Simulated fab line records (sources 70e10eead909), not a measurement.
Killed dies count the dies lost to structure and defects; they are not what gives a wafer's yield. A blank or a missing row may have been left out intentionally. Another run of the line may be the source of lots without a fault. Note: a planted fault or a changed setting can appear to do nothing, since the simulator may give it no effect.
Code-filled problem report in 8D (eight disciplines) form | flow nand_harc | the parts of the form that need people (team, actions taken, sign-off) are left out

1. WHAT IS WRONG
thk_nm at NHARC_A_ONON_D1_THK_MEAS_08 reads a mean of 522 nm on 6 wafers of 2 lots; wafers without a fault read 999 nm with a standard deviation of 10. Measured from the usual mean, that is -48 standard deviations.
The step: measures by ellipsometry.
The first sign was on wafer L743.3 at day 15 08:16, on film_metro-02. Wafers with a number at this step in the record: 39, from 13 lots. By rule, "out" or "out of limits" means more than 4 standard deviations away from the usual mean. All remaining wafers that have a number are taken as sound.

2. WHAT IT IS; WHAT IT IS NOT
question                    | is                           | is not
which readings at this step | thk_nm                       | -
which lots                  | L743, L744                   | L725, L727, L728, L730, L731, L732, L733, L736, L741, L745, L747
which wafers of those lots  | all that have a number       | -
read on which gauges        | film_metro-01, film_metro-02 | -
when                        | from day 15 08:16            | up to then (27 sound wafers); but 6 sound wafers of L745, L747 came after

3. THE SUSPECTS, EACH WITH WHAT RULES IT OUT
Counting: a tool at a process step up to the reading stays a suspect if it ran every lot that is out and no sound lot after the first of them.
- the gauge at NHARC_A_ONON_D1_THK_MEAS_08 is ruled out. The wafers that are out were read on 2 gauges (film_metro-01, film_metro-02).
- rie_si-05 at NHARC_A_ZERO_WELL_ETCH_13 (etches the open film in HBr/Cl2, target depth 120 nm, time 40.1 s): ruled out as a lasting fault. Sound lots L747 ran on it after its first lot that is out, L743 (day 14 09:09).
- pecvd_onon-04 at NHARC_A_ONON_D1_DEP_06 (target thk 1000 nm): kept. It processed each lot that is out, first L743 at day 15 07:52, and no sound lot thereafter; up to then, the last sound lot it processed was L736 at day 12 10:26.
After counting, what remains is pecvd_onon-04 at NHARC_A_ONON_D1_DEP_06.

4. THE CAUSE (what the simulator had put in)
pecvd_onon-04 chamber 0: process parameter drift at NHARC_A_ONON_D1_DEP_06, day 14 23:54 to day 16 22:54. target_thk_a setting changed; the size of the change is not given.
This tool alone remained once counting was done.

5. THE CHAIN OF EFFECTS, in route order
Each row: a reading whose mean over the struck wafers that have a number lies more than 3 standard deviations from the usual. Only readings whose record carries a usual standard deviation are examined. hours: median over the lots of the time between each lot's start at the first step of this table that gives one and its start at this step. sigmas: the change, counted in usual standard deviations.
hours | step                        | reading         | usual  | on struck wafers | change | sigmas
0     | NHARC_A_ONON_D1_THK_MEAS_08 | thk_nm          | 999 nm | 522              | -477   | -48
408   | NHARC_END_SORT_01           | killed_at_array | 52     | 673              | +621   | +31
408   | NHARC_END_SORT_01           | killed_dies     | 57     | 677              | +620   | +31

6. WHAT WOULD HAVE CAUGHT IT SOONER
The first out-of-limits reading at a measuring or inspecting step in this record came at day 15 08:16, 8 hours after the fault's start at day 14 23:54.
No tool reading at NHARC_A_ONON_D1_DEP_06 that has a usual standard deviation in the record was out on any struck wafer, so an alarm limit of 4 standard deviations on those readings would not have fired.
Lots out: 2; of these, L744 started NHARC_A_ONON_D1_DEP_06 on pecvd_onon-04 after day 15 08:16. A tool hold placed at that time would have kept it from harm.
